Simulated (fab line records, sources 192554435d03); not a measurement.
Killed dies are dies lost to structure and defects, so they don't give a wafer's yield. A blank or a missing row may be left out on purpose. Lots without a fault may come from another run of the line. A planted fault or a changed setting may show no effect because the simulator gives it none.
fab line records | flow n5_finfet
record lots=9 wafers=27 last_day=18
route steps=1938 shown GATE_CUT@504 MOL_CONTACT_COAG@523 BEOL_M4@1111 PASSIVATION@1936
lots that met no fault: from a run of the same line without faults
start_h: hours from the record's first day to the start of the lot's first wafer shown | wait_h: hours since the lot's step before | " the same as in the row above | L1.1+2: a row that stands for several wafers | - no value, or no start given | * or withheld: withheld | < > ~ a bound
route shown NAME@n: a module of which the file shows steps, and the number in the route of the first | usual: mean/standard deviation of fault-free wafers | same: alike in all rows | chamber/n: place in a boat | sites: the reading at each site | _std_site: their standard deviation | _edge_site: outer sites' mean less inner sites' | radius_mm: how far each site lies from the wafer's centre | mask NAME#n: copy n | behind: the tool/chamber that last shaped the wafer | hold: why the lot was held/for how many hours/how that ended | device: the transistor (n, p or np) that didn't switch | end of line: the same wafers' tests at the end of the route | a step without rows: its recipe alone | killed: dies lost to structure and defects at the first sort, not the wafer's yield | map: a wafer's dies, x killed, . not, _ none there
set.NAME: the setting as run; set.NAME@STEP: as run at that earlier step | model.NAME: the simulator's own value behind a step, which no gauge read
steps of the route over a sample of lots; a table a step, a row a wafer
services: from which hour (start_h, from the record's first day; less than 0 if before it) a tool's chamber was out of use, for how many hours, and why
## steps
# step N5_GATE_CUT_VAPOR_ETCH_48
# recipe chemistry=BCl3/Cl2 target=TiN mode=isotropic
# usual drypump_motor_current_A=5.8/0.41 oes_product_au=0.74/0.12
# columns lot.wafer tool chamber start_h wait_h drypump_motor_current_A oes_product_au
L206.1 rie_metal-03 1 91.47 0.0 5.7 0.58
L206.5 " 1 " " 5.7 0.58
L206.6 " 0 " " 6.2 0.81
L207.1 rie_metal-02 1 97.66 0.0 5.2 0.87
L207.3 " 0 " " 5.8 0.70
L207.5 " 1 " " 5.2 0.87
L209.3 rie_metal-01 1 111.46 0.0 6.3 0.67
L209.5 " 1 " " 6.3 0.67
L209.6 " 0 " " 5.3 0.62
L211.2 rie_metal-02 1 126.68 0.0 5.3 0.86
L211.3 " 1 " " 5.2 0.87
L211.6 " 1 " " 5.3 0.86
L212.1 rie_metal-02 1 129.27 0.0 5.3 0.86
L212.4 " 1 " " 5.2 0.87
L212.6 " 1 " " 5.3 0.86
L213.1 rie_metal-03 0 134.94 0.1 6.2 0.78
L213.2 " 0 " " 6.2 0.78
L213.5 " 0 " " 6.2 0.79
L221.1 rie_metal-02 0 187.46 0.0 5.8 0.69
L221.3 " 1 " " 5.2 0.84
L221.4 " 0 " " 5.8 0.69
L225.2 rie_metal-02 1 207.65 0.0 5.2 0.84
L225.4 " 1 " " 5.2 0.84
L225.5 " 1 " " 5.3 0.84
L228.1 rie_metal-02 0 225.88 0.0 5.8 0.69
L228.5 " 0 " " 5.8 0.68
L228.6 " 1 " " 5.2 0.83
# step N5_GATE_CUT_CMP_23
# recipe stop_on=SiO2 t_overpolish_s=23.4 post_cmp_clean=alkaline_brush down_force_psi=2.5 platen_rpm=51.8 pad_velocity_m_s=1.0307 target_thk_nm=16
# usual motor_current_A=8.8/0.79 overpolish_run_s=23.401/0.0077 time_to_endpoint_s=19.3/2.4
# same t_overpolish_s=23.4
# columns lot.wafer tool chamber start_h wait_h motor_current_A overpolish_run_s time_to_endpoint_s
L206.1 cmp-02 3 93.52 0.8 8.6 23.407 15.0
L206.6 " 1 " " 9.1 23.392 17.6
L206.5 " 2 " " 8.8 23.400 15.2
L207.1 cmp-02 3 99.45 0.8 8.6 23.391 15.9
L207.3 " 0 " " 8.1 23.402 18.1
L207.5 " 2 " " 9.3 23.392 14.7
L209.3 cmp-03 2 114.78 0.8 10.2 23.406 18.4
L209.5 " 0 " " 7.9 23.406 19.8
L209.6 " 1 " " 9.0 23.397 19.9
L211.2 cmp-03 0 128.51 0.8 8.1 23.410 21.8
L211.3 " 3 " " 8.9 23.401 21.2
L211.6 " 0 " " 8.1 23.399 21.1
L212.1 cmp-02 0 131.06 0.8 8.3 23.410 19.1
L212.4 " 1 " " 9.1 23.407 21.0
L212.6 " 0 " " 8.2 23.406 20.4
L213.2 cmp-03 0 136.78 0.8 7.7 23.404 21.7
L213.1 " 1 " " 8.7 23.406 20.5
L213.5 " 0 " " 7.7 23.421 20.6
L221.3 cmp-03 0 190.26 0.8 7.6 23.397 17.7
L221.1 " 1 " " 9.0 23.403 15.7
L221.4 " 3 " " 9.0 23.402 18.1
L225.4 cmp-02 0 209.41 0.8 8.3 23.408 16.3
L225.2 " 3 " " 8.3 23.398 16.7
L225.5 " 1 " " 9.0 23.406 18.0
L228.1 cmp-03 0 227.98 0.8 7.4 23.402 20.1
L228.5 " 3 " " 9.0 23.390 21.1
L228.6 " 0 " " 7.4 23.409 21.0
# step N5_GATE_CUT_THK_MEAS_24
# recipe reads=SiO2_of_GATE_CUT_HM_DEP_46+SiO2_flowable_of_ILD0_FCVD_FILL_01
# usual GC_FILL_THK=221.6/2
# columns lot.wafer tool chamber start_h wait_h GC_FILL_THK[nm]
L206.1 film_metro-02 - 93.74 - 219.6
L206.5 " - " " 222.8
L206.6 " - " " 222.1
L207.1 film_metro-01 - 99.70 - 220.6
L207.3 " - " " 220.2
L207.5 " - " " 222.7
L209.3 film_metro-02 - 115.00 - 219.3
L209.5 " - " " 222.7
L209.6 " - " " 222.3
L211.2 film_metro-01 - 128.80 - 219.1
L211.3 " - " " 221.1
L211.6 " - " " 221.8
L212.1 film_metro-02 - 131.32 - 218.2
L212.4 " - " " 222.7
L212.6 " - " " 225.9
L213.1 film_metro-02 - 137.07 - 219.0
L213.2 " - " " 221.8
L213.5 " - " " 220.8
L221.1 film_metro-01 - 190.56 - 218.6
L221.3 " - " " 221.3
L221.4 " - " " 221.9
L225.2 film_metro-01 - 209.70 - 221.1
L225.4 " - " " 221.2
L225.5 " - " " 220.4
L228.1 film_metro-02 - 228.24 - 222.4
L228.5 " - " " 222.9
L228.6 " - " " 224.2
# step N5_MOL_CONTACT_COAG_EXPOSE_05
# recipe mask_id=CA na=0.33 source_shape=annular sigma_inner=0.4 sigma_outer=0.8 polarization=unpolarized defocus_nm=0 dose_mj=38.25
# usual exposure_dose_mJ_cm2=38.24/0.044
# same sigma_outer=0.8
# columns lot.wafer tool chamber start_h wait_h mask exposure_dose_mJ_cm2
L206.1 euv_scanner-02 0 94.77 - CA#0 38.17
L206.5 " 0 " " CA#0 38.25
L206.6 " 0 " " CA#0 38.23
L207.1 euv_scanner-02 0 100.61 - CA#0 38.25
L207.3 " 0 " " CA#0 38.22
L207.5 " 0 " " CA#0 38.24
L209.3 euv_scanner-01 0 116.04 - CA#0 38.29
L209.5 " 0 " " CA#0 38.22
L209.6 " 0 " " CA#0 38.28
L211.2 euv_scanner-01 0 129.72 - CA#0 38.22
L211.3 " 0 " " CA#0 38.25
L211.6 " 0 " " CA#0 38.33
L212.1 euv_scanner-01 0 132.23 - CA#0 38.30
L212.4 " 0 " " CA#0 38.27
L212.6 " 0 " " CA#0 38.32
L213.1 euv_scanner-02 0 138.13 - CA#0 38.19
L213.2 " 0 " " CA#0 38.21
L213.5 " 0 " " CA#0 38.23
L221.1 euv_scanner-02 0 191.47 - CA#0 38.59
L221.3 " 0 " " CA#0 38.64
L221.4 " 0 " " CA#0 38.57
L225.2 euv_scanner-01 0 210.74 - CA#0 38.24
L225.4 " 0 " " CA#0 38.21
L225.5 " 0 " " CA#0 38.25
L228.1 euv_scanner-01 0 229.27 - CA#0 38.24
L228.5 " 0 " " CA#0 38.29
L228.6 " 0 " " CA#0 38.31
# step N5_MOL_CONTACT_COAG_CD_MEAS_08
# recipe target_cd_nm=28 landing_energy_ev=500 detector=se_inlens polarity=opening
# usual cd_nm=28.00/0.25
# same landing_energy_ev=500
# columns lot.wafer tool chamber start_h wait_h cd_nm
L206.1 cd_sem-01 0 94.90 - 27.87
L206.5 " 0 " " 27.97
L206.6 " 0 " " 27.75
L207.1 cd_sem-02 0 100.74 - 27.68
L207.3 " 0 " " 28.00
L207.5 " 0 " " 27.95
L209.3 cd_sem-03 0 116.16 - 28.13
L209.5 " 0 " " 28.03
L209.6 " 0 " " 27.85
L211.2 cd_sem-02 0 129.84 - 28.33
L211.3 " 0 " " 28.04
L211.6 " 0 " " 27.92
L212.1 cd_sem-03 0 132.36 - 28.16
L212.4 " 0 " " 27.87
L212.6 " 0 " " 28.10
L213.1 cd_sem-03 0 138.26 - 28.40
L213.2 " 0 " " 28.00
L213.5 " 0 " " 28.13
L221.1 cd_sem-03 0 191.60 - 26.57
L221.3 " 0 " " 26.83
L221.4 " 0 " " 26.92
L225.2 cd_sem-01 0 210.86 - 28.05
L225.4 " 0 " " 28.64
L225.5 " 0 " " 27.86
L228.1 cd_sem-01 0 229.40 - 27.97
L228.5 " 0 " " 27.67
L228.6 " 0 " " 28.44
# step N5_MOL_CONTACT_COAG_CD_MEAS_99
# recipe target_cd_nm=17.2 polarity=opening
# usual cd_nm=17.3/0.35
# columns lot.wafer tool chamber start_h wait_h cd_nm
L206.1 cd_sem-01 - 95.42 - 16.7
L206.5 " - " " 17.5
L206.6 " - " " 17.1
L207.1 cd_sem-03 - 101.94 - 17.3
L207.3 " - " " 17.1
L207.5 " - " " 17.7
L209.3 cd_sem-02 - 117.28 - 16.8
L209.5 " - " " 17.3
L209.6 " - " " 17.8
L211.2 cd_sem-02 - 130.36 - 17.4
L211.3 " - " " 17.4
L211.6 " - " " 17.0
L212.1 cd_sem-03 - 132.96 - 16.9
L212.4 " - " " 17.6
L212.6 " - " " 17.5
L213.1 cd_sem-02 - 138.78 - 17.6
L213.2 " - " " 17.4
L213.5 " - " " 17.0
L221.1 cd_sem-02 - 192.16 - 16.0
L221.3 " - " " 16.6
L221.4 " - " " 15.9
L225.2 cd_sem-03 - 211.38 - 17.5
L225.4 " - " " 17.2
L225.5 " - " " 17.3
L228.1 cd_sem-01 - 229.93 - 17.5
L228.5 " - " " 16.7
L228.6 " - " " 17.5
# step N5_BEOL_M4_RC_MEAS_101
# usual DIBL_N=36.2/1.6 DIBL_P=36.1/2 IOFF_N=0.16/0.032 IOFF_P=0.22/0.036 ION_N=672/11 ION_P=463/7.5 RC_DENSE_N=18.9/0.46 RC_DENSE_P=23.6/0.64 RC_N=15.4/0.37 RC_P=19.3/0.52 SS_N=71.4/0.58 SS_P=73.2/0.67 VT_N=250/3.3 VT_P=-250/3.3
# columns lot.wafer tool chamber start_h wait_h DIBL_N[mV/V] DIBL_P[mV/V] IOFF_N[nA/um] IOFF_P[nA/um] ION_N[uA/um] ION_P[uA/um] RC_DENSE_N[ohm.um] RC_DENSE_P[ohm.um] RC_N[ohm.um] RC_P[ohm.um] SS_N[mV/dec] SS_P[mV/dec] VT_N[mV] VT_P[mV]
L206.1 prober-01 0 175.49 0.0 35.8 35.9 0.15 0.24 678 477 20.1 24.9 16.5 20.4 71.1 73.3 249 -246
L206.5 " 0 " " 33.8 32.6 0.11 0.19 659 464 18.7 23.7 15.4 19.3 70.3 72.6 253 -251
L206.6 " 0 " " 35.6 34.7 0.15 0.22 672 470 19.2 24.1 15.7 19.6 71.3 72.8 248 -247
L207.1 prober-02 0 179.65 0.0 35.8 36.9 0.15 0.22 678 470 18.8 23.4 15.5 19.2 71.6 73.6 248 -250
L207.3 " 0 " " 35.9 35.7 0.15 0.19 664 457 19.1 23.7 15.7 19.4 71.4 72.8 249 -252
L207.5 " 0 " " 38.0 39.7 0.19 0.27 675 469 18.4 22.9 14.9 18.6 72.2 74.3 249 -249
L209.3 prober-01 0 197.74 0.3 38.3 35.2 0.17 0.21 679 465 19.4 24.5 15.9 20.0 71.6 73.2 248 -249
L209.5 " 0 " " 35.9 32.5 0.13 0.18 662 458 18.9 23.5 15.4 19.4 71.3 71.8 248 -251
L209.6 " 0 " " 36.2 33.4 0.13 0.19 671 460 18.6 23.1 15.2 18.8 71.5 72.3 251 -250
L212.1 prober-02 0 213.45 0.0 34.3 33.8 0.13 0.17 659 452 18.9 23.4 15.5 18.9 71.4 72.2 255 -256
L212.4 " 0 " " 33.2 33.0 0.12 0.15 648 440 18.1 22.4 14.8 18.2 70.8 72.7 257 -258
L212.6 " 0 " " 35.8 37.2 0.16 0.22 670 458 18.7 23.2 15.3 18.9 71.2 73.9 249 -252
L211.2 prober-02 0 217.83 0.2 36.2 36.8 0.15 0.20 654 455 18.8 23.7 15.5 19.4 72.1 73.0 252 -251
L211.3 " 0 " " 35.3 34.3 0.12 0.17 665 461 19.3 23.8 15.8 19.4 71.8 72.3 255 -253
L211.6 " 0 " " 37.4 39.0 0.18 0.23 671 458 19.3 24.0 15.6 19.5 71.7 74.2 248 -250
L213.1 prober-01 0 220.24 0.0 37.7 38.2 0.22 0.30 675 464 18.3 23.1 15.0 18.9 71.6 74.1 245 -245
L213.2 " 0 " " 35.6 36.0 0.17 0.24 685 471 18.4 23.2 15.0 18.9 71.0 73.0 245 -248
L213.5 " 0 " " 35.2 35.4 0.16 0.24 667 466 18.5 23.4 15.3 19.2 70.4 73.9 250 -245
L221.1 prober-02 0 276.46 0.0 34.2 33.8 0.13 0.18 644 454 20.5 25.3 16.6 20.5 70.6 72.7 253 -253
L221.3 " 0 " " 33.3 32.6 0.13 0.17 654 458 20.9 25.8 16.8 20.8 70.6 72.4 251 -251
L221.4 " 0 " " 36.3 36.6 0.17 0.23 662 456 20.9 25.8 17.0 20.9 72.2 73.4 248 -250
L225.2 prober-02 0 305.23 0.2 40.5 38.1 0.21 0.27 666 462 18.9 23.2 15.3 18.9 71.8 73.7 246 -247
L225.4 " 0 " " 37.6 34.2 0.15 0.20 660 462 19.4 23.9 15.7 19.2 71.4 72.6 250 -250
L225.5 " 0 " " 38.3 34.9 0.16 0.20 653 457 18.6 23.0 15.2 18.7 71.7 72.8 251 -250
L228.1 prober-02 0 339.85 0.0 38.7 39.5 0.20 0.25 694 469 19.0 23.4 15.3 19.2 72.4 73.6 244 -246
L228.5 " 0 " " 36.5 37.2 0.16 0.22 679 470 20.1 25.4 16.6 20.6 72.2 73.4 250 -247
L228.6 " 0 " " 34.7 35.7 0.13 0.20 661 465 18.5 23.1 15.1 18.9 71.4 72.2 252 -252
# step N5_PASSIVATION_PROBE_49
# usual defect_limited_yield=91.4/1.3 killed_at_M0_to_M3=34/10 killed_at_M4_up=14/5.6 killed_at_contacts=13/5.9 killed_at_front_end=37/9.9 killed_at_other=3.5/2.8 killed_dies=101/15 killed_open=67/12 killed_short=32/6.6 sort_bin_5_function=5.0/0.81 sort_bin_6_memory=3.2/0.66 sort_n_pass=1079/15 sort_yield_pct=91.4/1.3
# same gross_dies=1180 killed_at_back_side=0 sort_bin_4_leakage[%]=0 sort_bin_8_speed[%]=0
# columns lot.wafer tool chamber start_h wait_h defect_limited_yield[%] killed_at_M0_to_M3 killed_at_M4_up killed_at_contacts killed_at_front_end killed_at_other killed_dies killed_open killed_short sort_bin_5_function[%] sort_bin_6_memory[%] sort_n_pass sort_yield_pct[%]
L221.1 prober-01 - 376.57 0.0 89.3 32 14 19 57 4 126 75 48 6.5 3.7 1054 89.3
L221.3 prober-01 - 376.67 0.1 91.7 54 6 12 26 0 98 69 27 4.2 4.1 1082 91.7
L221.4 prober-01 - 376.72 0.2 89.7 53 10 16 42 0 121 84 36 5.8 3.9 1059 89.7
# killed by level:class
L221.1 STI_FIN_REVEAL:geometric_particle:open=17 MOL_CONTACT_COAG:geometric_particle:open=11 FIN_SAQP:geometric_particle:short=7 GATE_CUT:geometric_particle:short=7 MOL_CONTACT_COAG:geometric_particle:short=7 BEOL_M0_SAQP:geometric_particle:short=6 BEOL_M0_SAQP:geometric_particle:open=6 FIN_SAQP:geometric_particle:open=5
L221.3 BEOL_M0_SAQP:geometric_particle:open=12 MOL_CONTACT_COAG:geometric_particle:open=11 BEOL_M0_SAQP:geometric_particle:short=10 BEOL_M1:geometric_particle:open=8 BEOL_M3:geometric_particle:open=8 FIN_SAQP:geometric_particle:open=6 BEOL_M2:geometric_particle:open=6 STI_FIN_REVEAL:geometric_particle:open=4
L221.4 MOL_CONTACT_COAG:geometric_particle:open=14 BEOL_M0_SAQP:geometric_particle:short=14 BEOL_M0_SAQP:geometric_particle:open=13 STI_FIN_REVEAL:geometric_particle:open=12 FIN_SAQP:geometric_particle:open=7 BEOL_M1:geometric_particle:open=7 GATE_CUT:geometric_particle:short=6 BEOL_M2:geometric_particle:open=6
## services
# columns tool chamber start_h hours kind
cmp-02 - 73.45 5.7 pm
euv_scanner-01 - 95.60 1.0 pm
euv_scanner-02 - 107.83 7.3 repair
rie_metal-02 - 107.96 1.2 repair
cmp-02 - 116.34 7.8 repair
rie_metal-03 1 116.88 - clean
rie_metal-03 1 116.88 23.2 scheduled_down
euv_scanner-01 - 151.75 1.0 pm
euv_scanner-02 - 152.05 0.6 repair
cmp-02 - 157.69 4.0 pm
cmp-02 - 161.69 - consumable_replace:conditioner
cmp-02 - 161.69 - consumable_replace:pad
euv_scanner-02 - 165.59 1.0 pm
euv_scanner-02 - 171.62 4.6 pm
cmp-03 - 172.74 4.8 pm
euv_scanner-01 0 173.87 - calibration
euv_scanner-01 - 176.23 5.8 pm
cmp-03 - 183.59 6.1 repair
euv_scanner-02 - 187.13 0.9 repair
rie_metal-03 0 196.03 8.7 repair
euv_scanner-02 0 205.67 - calibration
euv_scanner-01 - 207.90 1.0 pm
cmp-03 - 208.71 0.5 repair
euv_scanner-02 - 221.79 1.0 pm
## key
first_sign step=N5_MOL_CONTACT_COAG_EXPOSE_05 reading=exposure_dose_mJ_cm2 direction=up sigmas=8.1 usual=38.24 struck=38.60
effect step=N5_MOL_CONTACT_COAG_CD_MEAS_08 reading=cd_nm direction=down sigmas=4.9 usual=28.00 struck=26.77 through=control_loop
effect step=N5_MOL_CONTACT_COAG_CD_MEAS_99 reading=cd_nm direction=down sigmas=3.2 usual=17.3 struck=16.2 through=control_loop
effect step=N5_BEOL_M4_RC_MEAS_101 reading=RC_DENSE_N direction=up sigmas=4 usual=18.9 struck=20.8
effect step=N5_BEOL_M4_RC_MEAS_101 reading=RC_N direction=up sigmas=3.7 usual=15.4 struck=16.8
effect step=N5_BEOL_M4_RC_MEAS_101 reading=RC_DENSE_P direction=up sigmas=3.2 usual=23.6 struck=25.6
effect step=N5_BEOL_M4_RC_MEAS_101 reading=RC_P direction=up sigmas=2.8 usual=19.3 struck=20.7
met_at N5_MOL_CONTACT_COAG_EXPOSE_05
struck_lots L221
loop_trim step=N5_MOL_CONTACT_COAG_EXPOSE_05 setting=dose lots=L221
not_acting_at N5_GATE_CUT_VAPOR_ETCH_48,N5_GATE_CUT_CMP_23,N5_GATE_CUT_THK_MEAS_24
onset_between 138.13 191.47
fault kind=process_parameter_drift tool=euv_scanner-02 chamber=- onset_h=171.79 steps=N5_MOL_CONTACT_COAG_EXPOSE_05 channel=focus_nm offset=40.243 spread_by_wafer=0.3 shape=step end_h=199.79
# loop_trim: a control loop set the setting to another value than it would have without faults
